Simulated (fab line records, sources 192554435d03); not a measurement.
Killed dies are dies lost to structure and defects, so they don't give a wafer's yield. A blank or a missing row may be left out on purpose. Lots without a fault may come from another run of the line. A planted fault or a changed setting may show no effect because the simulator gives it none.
Split-lot experiment | flow n5_finfet | 7 lots, 21 wafers read, on a route of 1938 steps

THE SPLIT
At N5_BEOL_M13_SPUTTER_43 (material TaN, target thk 15 nm, time 24.19 s), the setting time_s was moved away from the recipe's 24.19 s on 3 of the 21 wafers read, by -14.8% to -14.1%. The other wafers ran this setting at the recipe's value.

The reading is taken at the split's own step.

THE READING
TaN_of_BEOL_M13_SPUTTER_43.thk_nm (the simulator's own value, which no gauge read), in nm, at N5_BEOL_M13_SPUTTER_43 (material TaN, target thk 15 nm, time 24.19 s). The file gives no usual value for it. The 18 wafers here that ran the recipe average 15.0 nm, standard deviation 0.22 nm.

wafer  | tool, chamber at the split | time_s as run, s | against the recipe | TaN_of_BEOL_M13_SPUTTER_43.thk_nm, nm | against lot-mates on the recipe
L074.2 | pvd_sputter-03, -          | 24.19            | recipe             | 15.2                                  | -
L074.4 | pvd_sputter-03, -          | 24.19            | recipe             | 14.8                                  | -
L074.6 | pvd_sputter-03, -          | 24.19            | recipe             | 14.8                                  | -
L076.1 | pvd_sputter-03, -          | 20.79            | -14.1%             | 12.4                                  | -2.6
L076.2 | pvd_sputter-03, -          | 24.19            | recipe             | 15                                    | -
L076.4 | pvd_sputter-03, -          | 20.79            | -14.1%             | 12.2                                  | -2.8
L077.1 | pvd_sputter-01, -          | 24.19            | recipe             | 15.4                                  | -
L077.2 | pvd_sputter-01, -          | 24.19            | recipe             | 15.4                                  | -
L077.6 | pvd_sputter-01, -          | 24.19            | recipe             | 15.4                                  | -
L085.1 | pvd_sputter-02, -          | 24.19            | recipe             | 15.2                                  | -
L085.5 | pvd_sputter-02, -          | 24.19            | recipe             | 15                                    | -
L085.6 | pvd_sputter-02, -          | 24.19            | recipe             | 14.8                                  | -
L089.1 | pvd_sputter-03, -          | 24.19            | recipe             | 14.8                                  | -
L089.3 | pvd_sputter-03, -          | 24.19            | recipe             | 14.8                                  | -
L089.6 | pvd_sputter-03, -          | 24.19            | recipe             | 15                                    | -
L096.1 | pvd_sputter-02, -          | 24.19            | recipe             | 15.2                                  | -
L096.5 | pvd_sputter-02, -          | 24.19            | recipe             | 15.2                                  | -
L096.4 | pvd_sputter-02, -          | 24.19            | recipe             | 14.8                                  | -
L095.1 | pvd_sputter-01, -          | 24.19            | recipe             | 15                                    | -
L095.2 | pvd_sputter-01, -          | 24.19            | recipe             | 15                                    | -
L095.6 | pvd_sputter-01, -          | 20.62            | -14.8%             | 12.8                                  | -2.2

THE FIT
A straight line over all 21 wafers: TaN_of_BEOL_M13_SPUTTER_43.thk_nm changes by +0.18 nm for each +1% of time_s; r = +0.97; the points scatter about the line by 0.24 nm.
The same after taking each lot's own level away (the mean of its wafers on the recipe; 21 wafers): +0.177 nm for each +1%; r = +0.98; scatter 0.18 nm.
On that fit, the largest move of time_s shifts the reading by 2.6 nm.
The lots' own levels span 14.87 to 15.40 nm, that is 2.5 times the standard deviation above.
So the lot-to-lot level changes the slope little: the two slopes agree.
Check: with one of the wafers moved furthest among these (-14.8%) left out of the fit, the line predicts -2.83 nm for it against its lot-mates. It came out at -2.2 nm against them.

OTHER SPLITS ON THESE WAFERS
These wafers also went through other splits before the reading. Each is held against what the fit with the lots' levels taken away leaves over:
other split on the same wafers | wafers away from the commonest value | r with TaN_of_BEOL_M13_SPUTTER_43.thk_nm (lot level and that fit taken away)
N5_BEOL_M9_COAT_75 spin_rpm    | 9                                    | -0.11
N5_BEOL_M10_ILD_DEP_00 time_s  | 5                                    | +0.55
N5_BEOL_M11_PECVD_70 temp_c    | 9                                    | +0.04
N5_BEOL_M11_COAT_05 spin_rpm   | 7                                    | +0.02
N5_BEOL_M12_COAT_58 spin_rpm   | 9                                    | -0.21

THE FILE'S OWN FIT
TaN_of_BEOL_M13_SPUTTER_43.thk_nm changes by +0.17 nm for each +1% of time_s, r = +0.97.
